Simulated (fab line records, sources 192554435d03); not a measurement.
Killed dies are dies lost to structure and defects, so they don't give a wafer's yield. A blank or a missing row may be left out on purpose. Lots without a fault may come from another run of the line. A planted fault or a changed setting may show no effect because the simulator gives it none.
Chamber matching | flow n5_finfet | N5_BEOL_M8_DESCUM_33 on rie_diel-01: 4 sister chambers
The step chemistry O2, time 7 s. 22 wafers are shown with their chamber, then 11 later ones without.

WAFERS WITH THEIR CHAMBER
wafer  | chamber | drypump_motor_current_A (A) | showerhead_plenum_p_Torr (Torr) | throttle_valve_pct (%)
L074.1 | 2       | 6.2                         | 2.08                            | 20.39
L074.2 | 1       | 6.0                         | 2.07                            | 20.55
L074.3 | 3       | 5.7                         | 2.01                            | 20.66
L076.1 | 3       | 5.7                         | 2.01                            | 20.65
L076.2 | 1       | 6.0                         | 2.06                            | 20.55
L076.3 | 0       | 6.1                         | 2.02                            | 20.18
L076.4 | 2       | 6.2                         | 2.07                            | 20.40
L076.5 | 2       | 6.2                         | 2.07                            | 20.38
L076.6 | 3       | 5.7                         | 2.01                            | 20.66
L078.3 | 0       | 6.1                         | 2.02                            | 20.18
L078.4 | 3       | 5.7                         | 2.01                            | 20.66
L078.6 | 3       | 5.7                         | 2.01                            | 20.68
L083.2 | 1       | 5.9                         | 2.06                            | 20.17
L083.5 | 2       | 6.2                         | 2.07                            | 20.44
L083.6 | 1       | 5.9                         | 2.06                            | 20.16
L089.1 | 3       | 5.7                         | 2.00                            | 20.70
L089.2 | 1       | 6.0                         | 2.06                            | 20.17
L089.4 | 1       | 6.0                         | 2.06                            | 20.16
L090.1 | 0       | 6.1                         | 2.01                            | 20.25
L090.2 | 1       | 6.0                         | 2.06                            | 20.20
L090.3 | 3       | 5.7                         | 2.00                            | 20.72
L091.1 | 1       | 6.0                         | 2.06                            | 20.20

SIGNATURES (means of the wafers above)
reading                  | chamber 0 | chamber 1 | chamber 2 | chamber 3 | scatter within a chamber
drypump_motor_current_A  | 6.100     | 5.975     | 6.200     | 5.700     | 0.0289
showerhead_plenum_p_Torr | 2.0167    | 2.0613    | 2.0725    | 2.0071    | 0.00455
throttle_valve_pct       | 20.2033   | 20.2700   | 20.4025   | 20.6757   | 0.111
Rule: a wafer's distance from a chamber is the root of the sum, over the readings, of the square of ((its reading less the chamber's mean) divided by the reading's scatter). The wafer belongs to the nearest chamber; if the next one is less than 2 further off, it can't be placed. The scatter: the root of (the sum of the squares of (reading less its chamber's mean) over the shown wafers, divided by (wafers less chambers)).

WAFERS WITHOUT THEIR CHAMBER
wafer  | drypump_motor_current_A (A) | showerhead_plenum_p_Torr (Torr) | throttle_valve_pct (%)
L091.4 | 6.1                         | 2.01                            | 20.23
L091.6 | 5.7                         | 2.00                            | 20.72
L095.2 | 6.1                         | 2.01                            | 20.26
L095.3 | 6.2                         | 2.06                            | 20.08
L095.6 | 6.0                         | 2.05                            | 20.20
L093.3 | 5.7                         | 2.00                            | 20.75
L093.4 | 6.2                         | 2.06                            | 20.08
L093.6 | 6.2                         | 2.06                            | 20.11
L096.1 | 6.2                         | 2.06                            | 20.12
L096.2 | 6.1                         | 2.01                            | 20.27
L096.5 | 5.7                         | 2.00                            | 20.74

WHICH CHAMBER EACH WENT THROUGH
wafer  | from the rows above | in truth
L091.4 | 0                   | 0
L091.6 | 3                   | 3
L095.2 | 0                   | 0
L095.3 | 2                   | 2
L095.6 | 1                   | 1
L093.3 | 3                   | 3
L093.4 | 2                   | 2
L093.6 | 2                   | 2
L096.1 | 2                   | 2
L096.2 | 0                   | 0
L096.5 | 3                   | 3
Placed correctly: 11 of 11. Can't be placed from these rows: 0. Placed wrongly: 0.
